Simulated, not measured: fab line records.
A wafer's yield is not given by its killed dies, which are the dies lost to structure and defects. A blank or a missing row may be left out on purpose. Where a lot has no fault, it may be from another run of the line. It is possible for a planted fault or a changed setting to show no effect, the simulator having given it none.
fab line records	flow n5Finfet
record: lots: 6	wafers: 16	lastDay: 15
route steps=1938 shown BEOL_M5@1171 BEOL_M6@1194 PASSIVATION@1936
lots that met no fault: from a run of the same line without faults
startH: start of the lot's first displayed wafer, in hours after the record's first day	waitH: hours since the lot's step before	" unchanged from the row above	L1.1+2: a single row standing in for several wafers	- no value present, or no start provided	* or withheld: withheld	< > ~ a bound
route shown NAME@n: names a module that has steps shown in the file, with the first one's number in the route	usual: mean/standard deviation taken from wafers without a fault	same: alike in all rows	chamber/n: place in a boat	sites: each site's reading	_std_site: standard deviation of those values	_edge_site: inner sites' mean taken away from outer sites' mean	radiusMm: how far each site lies from the wafer's centre	mask NAME#n: copy n	behind: the most recent tool/chamber to have shaped the wafer	hold: the reason the lot was held/the length of the hold in hours/how it ended	device: the transistor (n, p or np) that didn't switch	end of line: the tests these same wafers got at the end of their route	for a step that has no rows: nothing shown but its recipe	killed: count of dies lost to structure and defects at first sort (not the wafer's yield)	map: a wafer's dies, marking killed ones x, the rest . and places with no die _
set.NAME: setting as actually run; set.NAME@STEP: the setting as run at that earlier step	model.NAME: the simulator's own value behind a step, which no gauge read
a table for each step, a row for each wafer; lots at some steps of the route
services: the hour from which a tool's chamber was out of use, counted from the record's first day as startH (under 0 if before that day), plus the number of hours and why
== steps ==
step: N5_BEOL_M5_PRE_CLEAN_45
recipe: gas: H2/He	timeS: 30	tempC: 250
step: N5_BEOL_M5_ALD_86
recipe: material: TaN	targetThkA: *	tempC: 275	aldPrecursorFamily: PDMAT	aldCoReactant: NH3	pressureTorr: 3	carrierFlowSccm: 1500	pulseTimeS: 2	purgeTimeS: 3	coReactantPurgeTimeS: 2	coReactantPulseTimeS: 3	aldCycles: 30	precursorVesselTempC: 75	precursorVesselPressureTorr: 26.25	precursorVesselCarrierSccm: 1000
usual: heaterPowerW: 409/39
lot.wafer	tool	chamber	startH	waitH	heaterPowerW
L224.4	aldMetal-03	3	187.42	0.1	426
L224.5	"	2	"	"	429
L227.2	aldMetal-02	1	207.52	0.0	458
L227.3	"	3	"	"	397
L227.4	"	1	"	"	460
L229.2	aldMetal-03	1	221.50	0.1	450
L229.5	"	0	"	"	424
L229.6	"	1	"	"	464
L231.2	aldMetal-02	1	233.21	0.1	447
L231.5	"	2	"	"	384
L232.3	aldMetal-02	1	236.68	0.1	463
L232.4	"	3	"	"	384
L232.5	"	2	"	"	378
L235.1	aldMetal-02	1	253.22	0.0	458
L235.2	"	3	"	"	387
L235.4	"	1	"	"	469
step: N5_BEOL_M5_SURFACE_TREAT_87
recipe: gas: Ar	timeS: *	ionEnergyEv: *	ionCurrentMaCm2: 0.5	pressureMtorr: *	arFlowSccm: 30
step: N5_BEOL_M5_CVD_47
recipe: material: Co	targetThkA: 30	tempC: withheld	precursor: CCTBA/H2	pressureTorr: 30	timeS: 216
step: N5_BEOL_M5_SPUTTER_48
recipe: material: Cu	targetThkA: 150	tempC: -20	chamberPressurePa: 0.07	powerW: withheld	timeS: 27.62
step: N5_BEOL_M5_ANNEAL_49
recipe: tempC: 400	timeS: 1800	ambient: vacuum
step: N5_BEOL_M5_SPUTTER_81
recipe: material: Cu	targetThkA: 150	tempC: -20	chamberPressurePa: 0.07	powerW: withheld	timeS: 27.62
step: N5_BEOL_M5_ANNEAL_82
recipe: tempC: 400	timeS: 1800	ambient: vacuum
step: N5_BEOL_M5_SPUTTER_83
recipe: material: Cu	targetThkA: 150	tempC: -20	chamberPressurePa: 0.07	powerW: withheld	timeS: 27.62
usual: chuckGasFlowSccm: 1.27/0.051	throttleValvePct: 29.8/0.72
lot.wafer	tool	chamber	startH	waitH	chuckGasFlowSccm	throttleValvePct
L224.4	pvdSputter-02	-	190.37	0.5	1.21	31.1
L224.5	"	-	"	"	1.28	29.4
L227.2	pvdSputter-01	-	210.37	0.5	1.23	30.4
L227.3	"	-	"	"	1.22	30.0
L227.4	"	-	"	"	1.29	29.5
L229.2	pvdSputter-03	-	224.89	0.5	1.23	30.0
L229.5	"	-	"	"	1.34	30.4
L229.6	"	-	"	"	1.31	29.9
L231.2	pvdSputter-01	-	235.99	0.5	1.29	29.4
L231.5	"	-	"	"	1.16	29.1
L232.3	pvdSputter-02	-	239.40	0.5	1.33	29.8
L232.4	"	-	"	"	1.29	28.5
L232.5	"	-	"	"	1.26	31.0
L235.1	pvdSputter-02	-	256.11	0.5	1.22	29.5
L235.2	"	-	"	"	1.31	28.4
L235.4	"	-	"	"	1.22	30.9
step: N5_BEOL_M5_ANNEAL_84
recipe: tempC: 400	timeS: 1800	ambient: vacuum
step: N5_BEOL_M5_SPUTTER_88
recipe: material: Cu	targetThkA: 150	tempC: -20	chamberPressurePa: 0.07	powerW: withheld	timeS: 27.62
usual: chuckGasFlowSccm: 1.27/0.06	throttleValvePct: 29.8/0.7
lot.wafer	tool	chamber	startH	waitH	chuckGasFlowSccm	throttleValvePct
L224.4	pvdSputter-02	-	191.46	0.5	1.30	30.9
L224.5	"	-	"	"	1.44	29.4
L227.2	pvdSputter-01	-	211.45	0.5	1.20	30.2
L227.3	"	-	"	"	1.28	29.9
L227.4	"	-	"	"	1.29	29.5
L229.2	pvdSputter-03	-	225.98	0.5	1.21	30.1
L229.5	"	-	"	"	1.28	30.2
L229.6	"	-	"	"	1.30	29.7
L231.2	pvdSputter-01	-	237.08	0.5	1.22	29.2
L231.5	"	-	"	"	1.27	29.7
L232.3	pvdSputter-02	-	240.49	0.5	1.34	30.0
L232.4	"	-	"	"	1.30	28.5
L232.5	"	-	"	"	1.20	30.7
L235.1	pvdSputter-02	-	257.19	0.5	1.27	29.9
L235.2	"	-	"	"	1.32	28.5
L235.4	"	-	"	"	1.33	30.9
step: N5_BEOL_M5_ANNEAL_89
recipe: tempC: 400	timeS: 1800	ambient: vacuum
step: N5_BEOL_M5_SPUTTER_90
recipe: material: Cu	targetThkA: 45	tempC: -20	chamberPressurePa: 0.07	powerW: withheld	timeS: 8.29
usual: chuckGasFlowSccm: 1.26/0.052	throttleValvePct: 29.8/0.72
lot.wafer	tool	chamber	startH	waitH	chuckGasFlowSccm	throttleValvePct
L224.4	pvdSputter-02	-	192.55	0.5	1.24	31.0
L224.5	"	-	"	"	1.25	29.9
L227.2	pvdSputter-01	-	212.54	0.5	1.33	30.6
L227.3	"	-	"	"	1.19	30.3
L227.4	"	-	"	"	1.27	29.3
L229.2	pvdSputter-03	-	227.07	0.5	1.32	29.9
L229.5	"	-	"	"	1.33	30.2
L229.6	"	-	"	"	1.25	30.1
L231.2	pvdSputter-01	-	238.17	0.5	1.29	29.2
L231.5	"	-	"	"	1.22	29.7
L232.3	pvdSputter-02	-	241.58	0.5	1.30	29.7
L232.4	"	-	"	"	1.33	28.4
L232.5	"	-	"	"	1.32	31.1
L235.1	pvdSputter-02	-	258.28	0.5	1.24	29.6
L235.2	"	-	"	"	1.39	28.6
L235.4	"	-	"	"	1.29	30.9
step: N5_BEOL_M5_ECD_50
recipe: material: Cu	targetThkA: 3000
step: N5_BEOL_M5_ANNEAL_51
recipe: tempC: 225	timeS: 90	ambient: N2
step: N5_BEOL_M5_CMP_52
recipe: stopOn: SiCOH_lowk	tOverpolishS: 6.9	downForcePsi: 1	platenRpm: 50	clearingPlatenDownForcePsi: 1.5	clearingPlatenRpm: 50	postCmpClean: cuAlkaline	targetThkNm: 62	clearingPlatenPadVelocityMS: 0.99484	padVelocityMS: 0.99484
step: N5_BEOL_M5_PRE_CLEAN_77
recipe: gas: NH3/H2	timeS: 15	tempC: *	rfPowerW: 300
step: N5_BEOL_M5_CO_CAP_78
recipe: material: Co	targetThkA: 20	tempC: 200	precursor: CCTBA/H2	pressureTorr: 30	timeS: 102.1
usual: heaterPowerW: 243/18
lot.wafer	tool	chamber	startH	waitH	heaterPowerW
L224.4	cvdCo-01	0	193.47	0.0	215
L224.5	"	1	"	"	270
L227.2	cvdCo-01	2	213.57	0.0	233
L227.3	"	0	"	"	212
L227.4	"	0	"	"	213
L229.2	cvdCo-01	2	227.94	0.0	243
L229.5	"	0	"	"	214
L229.6	"	2	"	"	232
L231.2	cvdCo-02	0	239.04	0.0	223
L231.5	"	1	"	"	259
L232.3	cvdCo-02	2	242.45	0.0	248
L232.4	"	0	"	"	225
L232.5	"	1	"	"	264
L235.1	cvdCo-02	1	259.15	0.0	260
L235.2	"	0	"	"	227
L235.4	"	1	"	"	256
step: N5_BEOL_M5_PRE_CLEAN_55
recipe: gas: NH3	timeS: 15	tempC: withheld	rfPowerW: 300
step: N5_BEOL_M5_DEP_56
recipe: material: SiCN	targetThkA: 80	tempC: withheld	precursor: 3MS/NH3	pressureTorr: 3	rfW: 202	timeS: 14
step: N5_BEOL_M5_RS_MEAS_57
recipe: thkMeasGauge: four-point-probe	reads: Co_of_BEOL_M5_CO_CAP_78+Cu_of_BEOL_M5_ECD_50+Co_of_BEOL_M5_CVD_47+TaN_of_BEOL_M5_ALD_86
usual: M5_RS: 0.391/0.017
lot.wafer	tool	chamber	startH	waitH	M5_RS[ohm/sq]
L224.4	filmMetro-01	-	193.62	0.0	0.390
L224.5	"	-	"	"	0.388
L227.2	filmMetro-02	-	213.75	0.1	0.397
L227.3	"	-	"	"	0.403
L227.4	"	-	"	"	0.405
L229.2	filmMetro-01	-	228.12	0.1	0.389
L229.5	"	-	"	"	0.351
L229.6	"	-	"	"	0.381
L231.2	filmMetro-01	-	239.25	0.1	0.441
L231.5	"	-	"	"	0.426
L232.3	filmMetro-02	-	242.63	0.1	0.388
L232.4	"	-	"	"	0.420
L232.5	"	-	"	"	0.382
L235.1	filmMetro-02	-	259.34	0.0	0.382
L235.2	"	-	"	"	0.402
L235.4	"	-	"	"	0.451
step: N5_BEOL_M6_ILD_DEP_00
recipe: material: SiCOH_lowk	targetThkA: 1797.5	tempC: 300	precursor: DEMS/porogen	pressureTorr: 5	rfW: 500	timeS: 33.4
step: N5_BEOL_M6_CURE_74
recipe: tempC: 385	timeS: 240	ambient: He/Ar	material: SiCOH_lowk
step: N5_BEOL_M6_THK_MEAS_01
recipe: reads: SiCOH_lowk_of_BEOL_M6_ILD_DEP_00
usual: M6_ILD_THK: 155.2/2.2
lot.wafer	tool	chamber	startH	waitH	M6_ILD_THK[nm]
L224.4	filmMetro-01	-	194.26	0.2	158.1
L224.5	"	-	"	"	154.0
L227.2	filmMetro-02	-	214.40	0.4	154.5
L227.3	"	-	"	"	154.0
L227.4	"	-	"	"	156.2
L229.2	filmMetro-02	-	228.85	0.4	154.1
L229.5	"	-	"	"	154.2
L229.6	"	-	"	"	155.9
L231.2	filmMetro-01	-	240.37	0.7	148.7
L231.5	"	-	"	"	157.0
L232.3	filmMetro-01	-	243.30	0.3	157.5
L232.4	"	-	"	"	156.3
L232.5	"	-	"	"	156.6
L235.1	filmMetro-01	-	259.98	0.4	156.5
L235.2	"	-	"	"	153.7
L235.4	"	-	"	"	160.1
step: N5_BEOL_M6_PECVD_70
recipe: material: SiO2	targetThkA: 200	tempC: 400	precursor: TEOS/O2	pressureTorr: 5.5	rfW: 450	teosFlowSccm: 53.8	gas: O2	flowSccm: 3000	timeS: 22.7
step: N5_BEOL_M6_HM_DEP_02
recipe: material: TiN	targetThkA: 200	tempC: 25	chamberPressurePa: 0.49996
step: N5_BEOL_M6_COAT_59
recipe: resist: SOC	tempC: 250	timeS: 60	spinRpm: 1500	resistThkNm: 100
step: N5_BEOL_M6_COAT_60
recipe: resist: SiARC	tempC: 220	timeS: 60	spinRpm: 1500	resistThkNm: 35
step: N5_BEOL_M6_COAT_05
recipe: resist: CAR-ArF	spinRpm: 1500	resistThkNm: 90
step: N5_BEOL_M6_EBR_07
recipe: solvent: PGMEA	ebrWidthMm: 1.5
step: N5_BEOL_M6_SOFTBAKE_06
recipe: tempC: 110	timeS: 60	resist: CAR-ArF
step: N5_BEOL_M6_EXPOSE_08
recipe: maskId: M6	na: 1.35	sourceShape: dipole	sigmaInner: 0.817	sigmaOuter: 0.97	polarization: te	doseMj: 68.25
step: N5_BEOL_M6_PEB_09
recipe: pebTempC: withheld	pebTimeS: 60	resist: CAR-ArF
step: N5_BEOL_M6_DEVELOP_10
recipe: developTimeS: 30	developer: TMAH	resist: CAR-ArF	rinseLiquid: diw	dry: airSpin	devTempC: 23
step: N5_BEOL_M6_CD_MEAS_11
recipe: targetCdNm: 38.5	landingEnergyEv: 500	detector: seInlens	polarity: opening
usual: cdNm: 38.2/0.65
lot.wafer	tool	chamber	startH	waitH	cdNm
L224.4	cdSem-03	0	195.29	-	38.4
L224.5	"	0	"	"	37.8
L227.2	cdSem-02	0	215.73	-	38.9
L227.3	"	0	"	"	38.2
L227.4	"	0	"	"	38.0
L229.2	cdSem-02	0	232.84	-	37.5
L229.5	"	0	"	"	39.1
L229.6	"	0	"	"	38.2
L231.2	cdSem-01	0	241.29	-	38.5
L231.5	"	0	"	"	37.2
L232.3	cdSem-02	0	244.15	-	39.0
L232.4	"	0	"	"	39.1
L232.5	"	0	"	"	38.5
L235.1	cdSem-01	0	263.09	-	37.9
L235.2	"	0	"	"	38.4
L235.4	"	0	"	"	38.5
step: N5_BEOL_M6_OVL_MEAS_12
recipe: pointsPerWafer: 44
usual: M6_OVL: 0.0/0.69
same: pointsPerWafer: 44
lot.wafer	tool	chamber	startH	waitH	M6_OVL[nm]
L224.4	overlay-01	0	195.32	0.0	1.4
L224.5	"	0	"	"	-0.4
L227.2	overlay-01	0	215.76	0.0	-0.2
L227.3	"	0	"	"	-0.9
L227.4	"	0	"	"	-0.5
L229.2	overlay-01	0	232.87	0.0	-0.4
L229.5	"	0	"	"	0.3
L229.6	"	0	"	"	-0.3
L231.2	overlay-02	0	241.32	0.0	-0.4
L231.5	"	0	"	"	0.0
L232.3	overlay-01	0	244.18	0.0	1.4
L232.4	"	0	"	"	0.4
L232.5	"	0	"	"	0.6
L235.1	overlay-02	0	263.12	0.0	0.3
L235.2	"	0	"	"	-0.4
L235.4	"	0	"	"	0.4
step: N5_BEOL_M6_DESCUM_16
recipe: chemistry: O2	timeS: 7.9	sourcePowerW: 50	biasPowerW: 20	pressureMtorr: 20	rfFrequencyHz: 2.712e+07	tempC: 40	resist: CAR-ArF	o2FlowSccm: 225
step: N5_BEOL_M6_ETCH_61
recipe: chemistry: CF4	target: SiARC	targetDepthA: 455	maskMaterial: CAR-ArF	timeS: 75.8	ionEnergyEv: 80	pressureMtorr: 40	sourceW: 545	biasW: 36	Ar_flow_sccm: 100	cf4FlowSccm: 100	ends: cleared
usual: drypumpMotorCurrentA: 5.7/0.42	etchRfOnTimeS: 74.8/3	oesProductAu: 0.70/0.079	rfFwdPowerW: 538.6/2.5	rfVppV: 184.5/1.1	showerheadPlenumPTorr: 2.18/0.059	throttleValvePct: 15.53/0.21
lot.wafer	tool	chamber	startH	waitH	drypumpMotorCurrentA	etchRfOnTimeS	oesProductAu	rfFwdPowerW	rfHoursCounterH	rfVppV	showerheadPlenumPTorr	throttleValvePct
L224.4	rieDiel-05	3	195.44	0.0	5.6	74.0	0.79	538.7	-	186.5	2.27	15.36
L224.5	"	2	"	"	6.3	72.0	0.70	537.8	-	185.7	2.26	15.60
L227.2	rieDiel-05	1	215.96	0.0	5.2	72.8	0.85	539.8	6	184.0	2.20	15.43
L227.3	"	0	"	"	6.0	73.8	0.64	539.6	208	184.5	2.22	15.59
L227.4	"	2	"	"	6.3	71.4	0.70	536.9	111	185.2	2.26	15.60
L229.2	rieDiel-04	0	233.34	0.0	5.9	73.3	0.77	541.0	36	184.8	2.09	15.29
L229.5	"	0	"	"	5.9	73.0	0.77	540.9	-	183.0	2.09	15.29
L229.6	"	1	"	"	5.1	74.5	0.59	537.2	-	184.3	2.19	16.04
L231.2	rieDiel-06	0	241.41	0.0	5.7	80.9	0.62	541.9	152	185.2	2.15	15.53
L231.5	"	0	"	"	5.7	80.5	0.62	542.1	-	183.6	2.15	15.52
L232.3	rieDiel-05	0	244.34	0.0	6.1	73.4	0.63	539.8	215	184.0	2.21	15.61
L232.4	"	1	"	"	5.2	73.5	0.82	536.0	16	183.9	2.20	15.44
L232.5	"	1	"	"	5.2	72.8	0.82	538.4	-	183.8	2.20	15.44
L235.1	rieDiel-06	2	263.88	0.0	6.0	72.1	0.64	536.5	198	185.8	2.20	15.28
L235.2	"	3	"	"	5.8	72.5	0.63	540.5	218	185.2	2.13	15.93
L235.4	"	0	"	"	5.7	78.9	0.62	541.8	-	185.2	2.15	15.54
step: N5_BEOL_M6_ETCH_62
recipe: chemistry: N2/H2	target: SOC	targetDepthA: 1100	overetchA: 220	maskMaterial: SiARC	tempC: 40	timeS: 165	ionEnergyEv: 200	pressureMtorr: 30	sourceW: 840	biasW: 150	n2FlowSccm: 200	h2FlowSccm: 200
step: N5_PASSIVATION_PROBE_49
usual: defectLimitedYield: 91.8/1.5	killed_at_M0_to_M3: 33/11	killed_at_M4_up: 13/5	killedAtContacts: 11/5.6	killedAtFrontEnd: 36/12	killedAtOther: 3.4/2.5	killedDies: 97/18	killedOpen: 64/13	killedShort: 31/6.9	sort_bin_5_function: 4.8/1	sort_bin_6_memory: 3.1/0.64	sortNPass: 1083/18	sortYieldPct: 91.8/1.5
same: grossDies: 1180	killedAtBackSide: 0	sort_bin_4_leakage[%]: 0	sort_bin_8_speed[%]: 0
lot.wafer	tool	chamber	startH	waitH	defectLimitedYield[%]	killed_at_M0_to_M3	killed_at_M4_up	killedAtContacts	killedAtFrontEnd	killedAtOther	killedDies	killedOpen	killedShort	sort_bin_5_function[%]	sort_bin_6_memory[%]	sortNPass	sortYieldPct[%]
L232.3	prober-01	-	327.84	0.4	84.8	41	79	6	45	8	179	84	40	9.3	4.1	1001	84.8
L232.4	prober-01	-	327.89	0.5	88.1	26	66	10	34	5	141	55	37	6.6	3.9	1039	88.1
L232.5	prober-01	-	327.94	0.5	81.9	27	139	8	34	5	213	51	30	11.8	3.9	967	81.9
L235.1	prober-02	-	355.35	0.0	86.1	37	85	4	35	3	164	54	36	8.1	3.9	1016	86.1
L235.2	prober-02	-	355.40	0.1	87.0	45	60	12	35	1	153	73	30	8.1	3.1	1027	87.0
L235.4	prober-02	-	355.50	0.2	82.4	32	146	0	25	5	208	40	31	11.4	3.8	972	82.4
killed by level:class
L232.3 BEOL_M5:unspecified=54 BEOL_M3:geometricParticle:open=11 FIN_SAQP:geometricParticle:short=9 FIN_SAQP:geometricParticle:open=9 STI_FIN_REVEAL:geometricParticle:open=8 BEOL_M1:geometricParticle:open=8 BEOL_M0_SAQP:geometricParticle:open=7 BEOL_M4:geometricParticle:open=7
L232.4 BEOL_M5:unspecified=49 FIN_SAQP:geometricParticle:short=11 BEOL_M0_SAQP:geometricParticle:open=10 BEOL_M4:geometricParticle:open=8 STI_FIN_REVEAL:geometricParticle:open=6 MOL_CONTACT_COAG:geometricParticle:short=5 MOL_CONTACT_COAG:geometricParticle:open=5 FIN_SAQP:geometricParticle:open=4
L232.5 BEOL_M5:unspecified=132 STI_FIN_REVEAL:geometricParticle:open=11 BEOL_M0_SAQP:geometricParticle:open=8 MOL_CONTACT_COAG:geometricParticle:open=7 BEOL_M0_SAQP:geometricParticle:short=7 FIN_SAQP:geometricParticle:short=5 FIN_SAQP:geometricParticle:open=4 BEOL_M1:geometricParticle:open=4
L235.1 BEOL_M5:unspecified=72 BEOL_M0_SAQP:geometricParticle:short=13 STI_FIN_REVEAL:geometricParticle:open=9 BEOL_M0_SAQP:geometricParticle:open=9 STARTING-WAFER:geometricParticle:open=7 DUMMY_GATE:geometricParticle:short=5 BEOL_M8:geometricParticle:open=4 GATE_CUT:geometricParticle:short=4
L235.2 BEOL_M5:unspecified=43 STI_FIN_REVEAL:geometricParticle:open=16 MOL_CONTACT_COAG:geometricParticle:open=11 BEOL_M0_SAQP:geometricParticle:short=10 BEOL_M3:geometricParticle:open=7 BEOL_M6:geometricParticle:open=6 BEOL_M0_SAQP:geometricParticle:open=6 BEOL_M0:geometricParticle:short=5
L235.4 BEOL_M5:unspecified=136 BEOL_M2:geometricParticle:open=8 BEOL_M0_SAQP:geometricParticle:short=6 BEOL_M0:geometricParticle:short=6 FIN_SAQP:geometricParticle:short=5 STI_FIN_REVEAL:geometricParticle:open=5 BEOL_M0_SAQP:geometricParticle:open=5 BEOL_M4:geometricParticle:open=4
map L232.5 (x killed, . not)
_________________............________________
______________..........x......._____________
___________.x.............xx.......__________
__________..x.............x........._________
________.........................x...._______
_______.....x.........x.......x........______
______.....x.......x...................._____
_____.x......................x.x.........____
____...........x.............x............___
___..................x..x.........x....x...__
___................................x.......__
__......x...x.x...........x..x.....x........_
__..............x...x.x.x.......x..........._
_.......x.x........x...x..................x..
_..........x.xxxx..x...x............x........
_......x..xxxxxxxx...........................
_....x.x..xxxxxxxx.x..............x..........
_..x.....xxxxxxxxxxxx.x..........x...x...x...
_.....xxxxxxxxxxxxxx................x...x....
_x..x.xxxxxxxxxxxxxxx..............x.........
_.x...xxxxxxxxxxxxxxxxx...........x..........
__x.x..xxxxxxxxxxxxxx...........x.....x....._
__..x...xxxxxxxxxxx................x........_
___..xx.x..xxxxxxxxx.......................__
___....x.xxxxxxxxx.x........x..............__
____.......xx..xx........x.........x.x....___
_____x........x..........................____
______..........x...........x........x.._____
_______..............x.................______
________....x...............x........._______
__________.......x.....x.x.........._________
___________........................__________
______________.......x.......x.._____________
_________________....x.......________________
map L235.4 (x killed, . not)
_________________......x.....________________
______________......x..........._____________
___________........x...............__________
__________.............xx..x........_________
________............x...x............._______
_______.x..................x.x.........______
______.......x..............x..........._____
_____.........................x..........____
____...............x.....................x___
___.x.....x..x.............................__
___.......................................x__
__.......x........................x..x....x._
__........x................................._
_.............x.x..........x.................
_...........xxx.........x.................x..
_........xxxxxxx..x....x.....................
_.......xxxxxxxxxxxx...xx....................
_......xxxxxxxxxxxxxxx...x..........x...x....
_x..x...xxxxxxxxxxx.x........................
_......xxxxxxxxxxxxxxxx....x.............x...
_.....xxxxxxxxxxxxxx.........................
__...xxxxxxxxxxxxxxxxx...........x......x..._
__....x.xxxxxxxxxxxx.......................x_
___...xxxxxxxxxxx.xxx.....x...x......x.....__
___....xxxxxxxxxxxx.......x................__
____....x........x.xx................x.x..___
_____.x......x.x...................x..x..____
______.......x......xx.................._____
_______.....................xx.x...x.x.______
________..................x..........._______
__________..x.......x........x......_________
___________.....x.........x........__________
______________.................._____________
_________________............________________
== services ==
tool	chamber	startH	hours	kind
rieDiel-05	1	178.48	-	clean
rieDiel-05	1	178.48	-	consumableReplace:focusRing
rieDiel-05	1	178.48	18.8	scheduledDown
rieDiel-05	1	178.48	18.8	ventCycle
aldMetal-02	0	206.22	49.9	repair
rieDiel-06	0	207.22	4.4	repair
rieDiel-04	2	217.90	5.7	repair
rieDiel-04	2	223.62	-	clean
rieDiel-04	2	223.62	-	consumableReplace:focusRing
rieDiel-04	2	223.62	14.5	scheduledDown
rieDiel-04	2	223.62	14.5	ventCycle
aldMetal-03	-	228.60	6.0	pm
rieDiel-05	0	230.90	5.1	repair
cvdCo-01	0	233.88	3.6	repair
rieDiel-04	1	238.23	-	clean
rieDiel-04	1	238.23	-	consumableReplace:focusRing
aldMetal-02	-	244.36	2.8	pm
rieDiel-06	3	245.02	16.7	repair
pvdSputter-01	-	252.79	1.5	repair
cvdCo-01	0	258.49	3.1	repair
rieDiel-06	1	261.75	-	clean
rieDiel-06	1	261.75	-	consumableReplace:focusRing
rieDiel-06	1	261.75	17.4	scheduledDown
rieDiel-06	1	261.75	17.4	ventCycle
== key ==
firstSign: step: N5_PASSIVATION_PROBE_49	reading: killed_at_M4_up	direction: up	sigmas: 16	usual: 13	struck: 96
effect: step: N5_PASSIVATION_PROBE_49	reading: defectLimitedYield	direction: down	sigmas: 4.5	usual: 91.8	struck: 85.1
moreKillsBornAt: N5_BEOL_M5_SPUTTER_90@pvdSputter-02: 486
metAt N5_BEOL_M5_SPUTTER_90
struckWafers L232.3,L232.4,L232.5,L235.1,L235.2,L235.4
onsetBetween 192.55 241.58
alsoFits time
fault: kind: chamberParticleSource	tool: pvdSputter-02	chamber: -	onsetH: 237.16	steps: N5_BEOL_M5_SPUTTER_90	ratePerVisitCm2: 1.1216	endH: 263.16
